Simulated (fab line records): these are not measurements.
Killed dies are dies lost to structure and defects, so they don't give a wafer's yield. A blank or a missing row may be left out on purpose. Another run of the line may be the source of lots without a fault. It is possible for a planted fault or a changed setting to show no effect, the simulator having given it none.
Matching of chambers    flow n5_finfet    N5_BEOL_M11_ETCH_66 on rie_diel-01: 4 sister chambers
The step etches SOC in N2/H2, target depth 120 nm, overetch 24 nm, time 180 s. 16 wafers are shown with their chamber, then 8 later ones without.

## WAFERS PAIRED WITH THEIR CHAMBERS
wafer   chamber  drypump_motor_current_A (A)  showerhead_plenum_p_Torr (Torr)  throttle_valve_pct (%)
L077.1  2        5.1                          2.44                             17.90
L077.2  3        6.0                          2.53                             17.62
L077.3  1        6.3                          2.47                             17.68
L079.1  0        6.1                          2.62                             17.82
L079.4  2        5.2                          2.44                             17.90
L079.5  0        6.1                          2.62                             17.82
L080.2  0        6.1                          2.62                             17.82
L080.3  2        5.2                          2.44                             17.92
L080.6  2        5.1                          2.44                             17.90
L084.2  1        6.3                          2.46                             17.70
L084.3  0        6.1                          2.62                             17.83
L084.6  1        6.3                          2.46                             17.70
L091.2  1        6.3                          2.46                             17.71
L091.3  3        6.0                          2.52                             17.65
L091.6  2        5.2                          2.43                             17.95
L092.1  1        6.3                          2.46                             17.73

SIGNATURES (means of the wafers above)
reading                   chamber 0  chamber 1  chamber 2  chamber 3  scatter within a chamber
drypump_motor_current_A   6.100      6.300      5.160      6.000      0.0316
showerhead_plenum_p_Torr  2.6200     2.4620     2.4380     2.5250     0.00418
throttle_valve_pct        17.8225    17.7040    17.9140    17.6350    0.0177
Rule: a wafer lies at a distance from a chamber equal to the root of the sum of squares, over the readings, of (its reading less the chamber's mean, divided by the reading's scatter). The wafer belongs to the nearest chamber; if the next one is less than 2 further off, it can't be placed. How the scatter is found: for the shown wafers, subtract from each reading the mean of its chamber, square and add these, divide the total by (wafers less chambers), then take the root.

## WAFERS MISSING THEIR CHAMBER
wafer   drypump_motor_current_A (A)  showerhead_plenum_p_Torr (Torr)  throttle_valve_pct (%)
L092.2  6.0                          2.51                             17.67
L092.5  6.1                          2.61                             17.86
L097.1  6.1                          2.61                             17.89
L097.4  6.3                          2.45                             17.73
L097.6  6.1                          2.61                             17.87
L096.2  6.0                          2.51                             17.70
L096.5  5.1                          2.43                             17.95
L096.6  6.0                          2.51                             17.69

## CHAMBER TAKEN BY EACH
wafer   from the rows above  in truth
L092.2  3                    3
L092.5  0                    0
L097.1  0                    0
L097.4  1                    1
L097.6  0                    0
L096.2  3                    3
L096.5  2                    2
L096.6  3                    3
Correct placement for 8 of the 8. From these rows, 0 cannot be placed. Number placed wrongly: 0.
